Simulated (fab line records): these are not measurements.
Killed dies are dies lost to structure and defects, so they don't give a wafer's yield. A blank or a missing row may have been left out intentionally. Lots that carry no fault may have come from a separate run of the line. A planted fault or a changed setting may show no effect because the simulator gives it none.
fab line records -- flow nand_harc
record: lots: 6, wafers: 18, last_day: 24
route steps=1159 shown A_CONTACT@888
lots that met no fault: taken from a fault-free run of the same line
start_h: the number of hours between the record's first day and the start of the first shown wafer of the lot -- wait_h: how many hours have passed since the lot's step before this one -- " the same as in the row above -- L1.1+2: several wafers, shown together as one row -- - no value, or no start given -- * or withheld: withheld -- < > ~ a bound
route shown NAME@n: NAME is a module with steps in the file, n the number in the route of the first one -- usual: average and standard deviation across the fault-free wafers -- same: alike in all rows -- chamber/n: place in a boat -- sites: the reading at each site -- _std_site: their standard deviation -- _edge_site: inner sites' mean taken away from outer sites' mean -- radius_mm: for every site, how far away it sits from the centre of the wafer -- mask NAME#n: copy n -- behind: tool/chamber where the wafer was last shaped -- hold: cause of the lot's hold/its duration in hours/its outcome -- device: the transistor (n, p or np) that didn't switch -- end of line: the tests these same wafers got at the end of their route -- for a step that has no rows: nothing shown but its recipe -- killed: the dies lost at the first sort to structure and to defects; this is not the yield of the wafer -- map: shows each die of a wafer: x if killed, . if not, _ if none is there
set.NAME: setting as actually run; set.NAME@STEP: the setting as run at that earlier step -- model.NAME: the simulator's own value behind a step, which no gauge read
lots at selected steps of the route; one table per step, one row per wafer
services: from which hour (start_h, from the record's first day; less than 0 if before it) a tool's chamber was out of use, for how many hours, and why
== steps ==
step: NHARC_A_CONTACT_COAT_61
recipe: temp_c: 260, time_s: 75
step: NHARC_A_CONTACT_COAT_62
recipe: temp_c: 225, time_s: 65
step: NHARC_A_CONTACT_COAT_63
recipe: spin_rpm: 1500, resist_thk_nm: 90
step: NHARC_A_CONTACT_SOFTBAKE_64
recipe: temp_c: 105, time_s: 55
step: NHARC_A_CONTACT_EBR_65
step: NHARC_A_CONTACT_EXPOSE_66
recipe: na: 1.35, sigma_outer: 0.8, dose_mj: 59.02, mask_id: A_CC_2
step: NHARC_A_CONTACT_PEB_67
recipe: peb_temp_c: 100, peb_time_s: 65
step: NHARC_A_CONTACT_DEVELOP_68
recipe: develop_time_s: 35, dev_temp_c: 23
step: NHARC_A_CONTACT_CD_MEAS_69
recipe: target_cd_nm: 200, landing_energy_ev: 500
usual: cd_nm: 199.9/0.44
lot.wafer,tool,chamber,start_h,wait_h,cd_nm
L564.2,cd_sem-01,0,387.59,-,199.5
L564.4,cd_sem-01,0,387.59,-,200.2
L564.6,cd_sem-01,0,387.59,-,200.2
L574.2,cd_sem-01,0,466.11,-,199.9
L574.3,cd_sem-01,0,466.11,-,199.8
L574.4,cd_sem-01,0,466.11,-,199.9
L577.1,cd_sem-02,0,466.26,-,200.3
L577.2,cd_sem-02,0,466.26,-,200.3
L577.6,cd_sem-02,0,466.26,-,200.4
L576.2,cd_sem-02,0,474.56,-,200.1
L576.3,cd_sem-02,0,474.56,-,200.2
L576.5,cd_sem-02,0,474.56,-,199.9
L583.4,cd_sem-02,0,494.52,-,201.0
L583.5,cd_sem-02,0,494.52,-,200.4
L583.6,cd_sem-02,0,494.52,-,200.2
L584.3,cd_sem-01,0,501.71,-,200.1
L584.4,cd_sem-01,0,501.71,-,199.5
L584.5,cd_sem-01,0,501.71,-,199.6
step: NHARC_A_CONTACT_OVL_MEAS_70
usual: overlay_x_nm: -0.1/0.87, overlay_y_nm: 0.0/0.76
lot.wafer,tool,chamber,start_h,wait_h,overlay_x_nm,overlay_y_nm
L564.2,overlay-01,-,387.68,-,-1.1,0.0
L564.4,overlay-01,-,387.68,-,-1.3,-0.6
L564.6,overlay-01,-,387.68,-,-0.8,-0.4
L574.2,overlay-01,-,466.20,-,0.3,-0.3
L574.3,overlay-01,-,466.20,-,0.1,0.1
L574.4,overlay-01,-,466.20,-,0.8,0.5
L577.1,overlay-02,-,466.35,-,-0.5,0.7
L577.2,overlay-02,-,466.35,-,-0.6,0.5
L577.6,overlay-02,-,466.35,-,-0.2,0.6
L576.2,overlay-01,-,474.65,-,0.4,-0.7
L576.3,overlay-01,-,474.65,-,0.2,-1.2
L576.5,overlay-01,-,474.65,-,0.4,-1.0
L583.4,overlay-02,-,494.61,-,2.2,0.1
L583.5,overlay-02,-,494.61,-,2.8,-0.2
L583.6,overlay-02,-,494.61,-,2.4,-0.3
L584.3,overlay-02,-,501.80,-,0.6,-1.0
L584.4,overlay-02,-,501.80,-,-0.1,-1.1
L584.5,overlay-02,-,501.80,-,-0.1,-0.8
step: NHARC_A_CONTACT_INSPECT_71
usual: raw_defect_count: 28/12
lot.wafer,tool,chamber,start_h,wait_h,raw_defect_count
L564.2,defect_inspect-02,-,387.71,0.0,17
L564.4,defect_inspect-02,-,387.71,0.0,12
L564.6,defect_inspect-02,-,387.71,0.0,13
L574.2,defect_inspect-01,-,466.23,0.0,11
L574.3,defect_inspect-01,-,466.23,0.0,7
L574.4,defect_inspect-01,-,466.23,0.0,11
L577.1,defect_inspect-01,-,466.39,0.0,10
L577.2,defect_inspect-01,-,466.39,0.0,13
L577.6,defect_inspect-01,-,466.39,0.0,13
L576.2,defect_inspect-01,-,474.69,0.0,57
L576.3,defect_inspect-01,-,474.69,0.0,40
L576.5,defect_inspect-01,-,474.69,0.0,47
L583.4,defect_inspect-01,-,494.66,0.1,26
L583.5,defect_inspect-01,-,494.66,0.1,24
L583.6,defect_inspect-01,-,494.66,0.1,23
L584.3,defect_inspect-02,-,501.84,0.0,27
L584.4,defect_inspect-02,-,501.84,0.0,41
L584.5,defect_inspect-02,-,501.84,0.0,31
step: NHARC_A_CONTACT_DESCUM_74
recipe: time_s: 3, o2_flow_sccm: 200, ar_flow_sccm: 0, bias_power_w: 0, chemistry: O2
usual: drypump_motor_current_A: 5.6/0.57, oes_product_au: 1.001/0.0075, rf_vpp_V: 57.8/0.85, showerhead_plenum_p_Torr: 1.88/0.082, throttle_valve_pct: 11.312/0.0094
lot.wafer,tool,chamber,start_h,wait_h,drypump_motor_current_A,oes_product_au,rf_hours_counter_h,rf_vpp_V,showerhead_plenum_p_Torr,throttle_valve_pct
L564.2,rie_diel-13,0,387.79,0.1,5.4,0.993,35,56.8,1.83,11.314
L564.4,rie_diel-13,2,387.79,0.1,6.3,1.004,36,55.8,1.86,11.290
L564.6,rie_diel-13,0,387.79,0.1,5.4,0.998,-,58.6,1.83,11.295
L574.2,rie_diel-13,2,466.30,0.1,6.3,0.999,2,57.9,1.85,11.322
L574.4,rie_diel-13,3,466.30,0.1,5.3,1.005,2,57.5,2.08,11.298
L574.3,rie_diel-13,0,466.30,0.1,5.4,1.007,3,57.7,1.82,11.323
L577.2,rie_diel-05,2,466.48,0.1,4.7,1.009,18,56.8,1.90,11.303
L577.1,rie_diel-05,3,466.48,0.1,5.0,1.001,17,59.1,1.89,11.312
L577.6,rie_diel-05,1,466.48,0.1,6.1,1.007,-,57.6,1.83,11.315
L576.3,rie_diel-13,2,474.76,0.1,6.3,0.998,6,57.4,1.85,11.307
L576.2,rie_diel-13,3,474.76,0.1,5.3,1.003,6,58.9,2.07,11.306
L576.5,rie_diel-13,2,474.76,0.1,6.3,1.000,-,58.2,1.85,11.311
L583.4,rie_diel-05,2,494.78,0.1,4.8,1.010,24,57.4,1.90,11.319
L583.6,rie_diel-05,1,494.78,0.1,6.1,0.999,-,57.0,1.83,11.313
L583.5,rie_diel-05,2,494.78,0.1,4.8,1.002,-,57.5,1.90,11.310
L584.3,rie_diel-01,2,501.91,0.1,6.3,1.008,0,57.1,1.85,11.321
L584.4,rie_diel-01,3,501.91,0.1,5.7,1.007,0,57.1,1.90,11.309
L584.5,rie_diel-01,0,501.91,0.1,6.2,1.001,-,58.4,1.95,11.305
step: NHARC_A_CONTACT_ETCH_75
recipe: target_depth_a: 390, over_etch_frac: 0.3, time_s: 65, ion_energy_ev: 80, cf4_flow_sccm: 150, ar_flow_sccm: 0, rf_w: 300, bias_w: 100, chemistry: CF4
usual: drypump_motor_current_A: 5.7/0.57, oes_product_au: 1.001/0.0075, rf_fwd_power_W: 296.9/1.2, rf_vpp_V: 150.9/1.3, showerhead_plenum_p_Torr: 1.74/0.071, throttle_valve_pct: 13.283/0.0088
lot.wafer,tool,chamber,start_h,wait_h,drypump_motor_current_A,oes_product_au,rf_fwd_power_W,rf_hours_counter_h,rf_vpp_V,showerhead_plenum_p_Torr,throttle_valve_pct
L564.2,rie_diel-13,3,387.87,0.1,5.4,0.996,296.2,36,149.6,1.64,13.276
L564.4,rie_diel-13,1,387.87,0.1,6.4,1.016,296.4,35,149.6,1.64,13.293
L564.6,rie_diel-13,3,387.87,0.1,5.3,1.000,296.1,-,150.4,1.64,13.285
L574.3,rie_diel-13,0,466.43,0.1,5.4,0.846,296.1,3,150.1,1.69,13.278
L574.4,rie_diel-13,1,466.43,0.1,6.4,1.002,296.9,3,154.6,1.91,13.291
L574.2,rie_diel-13,2,466.43,0.1,6.3,0.999,295.4,2,152.1,1.71,13.266
L577.2,rie_diel-05,2,466.57,0.1,4.8,1.011,296.4,18,149.6,1.76,13.314
L577.1,rie_diel-05,3,466.57,0.1,5.0,1.006,297.2,17,150.8,1.75,13.285
L577.6,rie_diel-05,2,466.57,0.1,4.7,1.008,297.2,-,151.5,1.76,13.274
L576.3,rie_diel-13,3,474.83,0.1,5.4,1.009,297.0,6,151.2,1.91,13.292
L576.2,rie_diel-13,0,474.83,0.1,5.4,0.860,298.6,7,150.2,1.69,13.277
L576.5,rie_diel-13,0,474.83,0.1,5.4,0.847,298.6,-,150.2,1.69,13.266
L583.4,rie_diel-05,3,494.88,0.1,5.0,0.991,296.2,24,151.3,1.75,13.288
L583.6,rie_diel-05,0,494.88,0.1,5.8,0.989,297.9,-,150.9,1.72,13.280
L583.5,rie_diel-05,1,494.88,0.1,6.1,0.991,297.2,-,150.3,1.69,13.281
L584.4,rie_diel-01,3,502.03,0.1,5.7,0.990,295.7,0,150.4,1.76,13.283
L584.3,rie_diel-01,0,502.03,0.1,6.2,1.007,299.2,0,151.8,1.80,13.284
L584.5,rie_diel-01,2,502.03,0.1,6.3,0.999,296.5,-,151.0,1.72,13.294
step: NHARC_A_CONTACT_ETCH_76
recipe: target_depth_a: 2600, over_etch_frac: 0.3, time_s: 475.3, ion_energy_ev: 200, n2_flow_sccm: 150, h2_flow_sccm: 150, ar_flow_sccm: 0, rf_w: 400, bias_w: 150, chemistry: N2/H2
usual: drypump_motor_current_A: 5.7/0.57, oes_product_au: 1.000/0.0071, rf_fwd_power_W: 399.4/1.2, rf_vpp_V: 429.4/2.6, showerhead_plenum_p_Torr: 2.01/0.091, throttle_valve_pct: 14.172/0.008
lot.wafer,tool,chamber,start_h,wait_h,drypump_motor_current_A,oes_product_au,rf_fwd_power_W,rf_hours_counter_h,rf_vpp_V,showerhead_plenum_p_Torr,throttle_valve_pct
L564.4,rie_diel-13,2,-,-,6.4,1.021,397.9,36,429.2,1.98,14.181
L564.2,rie_diel-13,3,-,-,5.4,1.013,401.4,36,424.0,1.88,14.176
L564.6,rie_diel-13,3,-,-,5.3,1.008,398.4,-,426.9,1.88,14.180
L574.3,rie_diel-13,0,-,-,5.4,1.012,396.7,3,427.1,1.94,14.170
L574.4,rie_diel-13,2,-,-,6.3,1.000,398.3,3,427.4,1.97,14.155
L574.2,rie_diel-13,3,-,-,5.4,0.999,398.2,2,434.3,2.22,14.154
L577.1,rie_diel-05,3,-,-,5.0,0.995,397.7,17,430.0,2.01,14.172
L577.2,rie_diel-05,2,-,-,4.7,1.008,399.2,18,432.2,2.03,14.159
L577.6,rie_diel-05,2,-,-,4.7,1.008,400.2,-,429.2,2.03,14.169
L576.3,rie_diel-13,2,-,-,6.3,0.998,399.9,6,428.3,1.97,14.160
L576.2,rie_diel-13,3,-,-,5.4,1.009,398.2,6,435.9,2.22,14.170
L576.5,rie_diel-13,2,-,-,6.3,0.992,398.9,-,428.3,1.97,14.175
L583.4,rie_diel-05,0,-,-,5.8,0.988,399.9,22,429.5,1.98,14.178
L583.5,rie_diel-05,0,-,-,5.8,0.994,397.5,-,429.2,1.98,14.172
L583.6,rie_diel-05,1,-,-,6.1,1.010,399.4,-,427.7,1.95,14.180
L584.3,rie_diel-01,2,-,-,6.3,0.994,400.5,2,428.6,1.98,14.171
L584.4,rie_diel-01,1,-,-,5.1,1.001,398.6,2,433.1,2.12,14.166
L584.5,rie_diel-01,3,-,-,5.7,0.990,399.8,-,429.7,2.03,14.173
== services ==
tool,chamber,start_h,hours,kind
rie_diel-05,0,366.96,4.6,repair
rie_diel-13,0,383.67,-,clean
rie_diel-13,1,383.67,-,clean
rie_diel-13,2,383.67,-,clean
rie_diel-13,3,383.67,-,clean
rie_diel-13,0,408.17,-,clean
rie_diel-13,1,408.17,-,clean
rie_diel-13,2,408.17,-,clean
rie_diel-13,3,408.17,-,clean
rie_diel-13,0,432.67,-,clean
rie_diel-13,1,432.67,-,clean
rie_diel-13,2,432.67,-,clean
rie_diel-13,3,432.67,-,clean
rie_diel-13,-,453.21,9.0,pm
rie_diel-13,0,453.21,9.0,vent_cycle
rie_diel-13,1,453.21,9.0,vent_cycle
rie_diel-13,2,453.21,9.0,vent_cycle
rie_diel-13,3,453.21,9.0,vent_cycle
rie_diel-05,-,458.16,1.0,repair
rie_diel-13,0,462.21,-,clean
rie_diel-13,1,462.21,-,clean
rie_diel-13,1,462.21,-,consumable_replace:showerhead
rie_diel-01,-,491.90,9.0,pm
rie_diel-05,3,501.35,4.8,repair
== key ==
first_sign: step: NHARC_A_CONTACT_ETCH_75, reading: oes_product_au, direction: down, sigmas: 20, usual: 1.001, struck: 0.851
effect none on later readings
met_at NHARC_A_CONTACT_ETCH_75
struck_wafers L574.3,L576.2,L576.5
sort_left_out L574.3,L576.2,L576.5
tester_left_out L574,L576
fault: kind: process_parameter_drift, tool: rie_diel-13, chamber: 0, onset_h: 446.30, steps: NHARC_A_CONTACT_ETCH_75, channel: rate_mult, offset: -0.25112, shape: step, end_h: 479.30
tester_left_out: of these lots the tester's yield and bins aren't shown, on N5 and GAA mostly nor the transistor test; their killed dies are dies lost to structure and defects alone, not to doping, threshold or leakage, so they don't give the yield
sort_left_out: the simulated sort isn't trusted on such a fault, so these wafers' sort isn't shown, and their yield isn't known
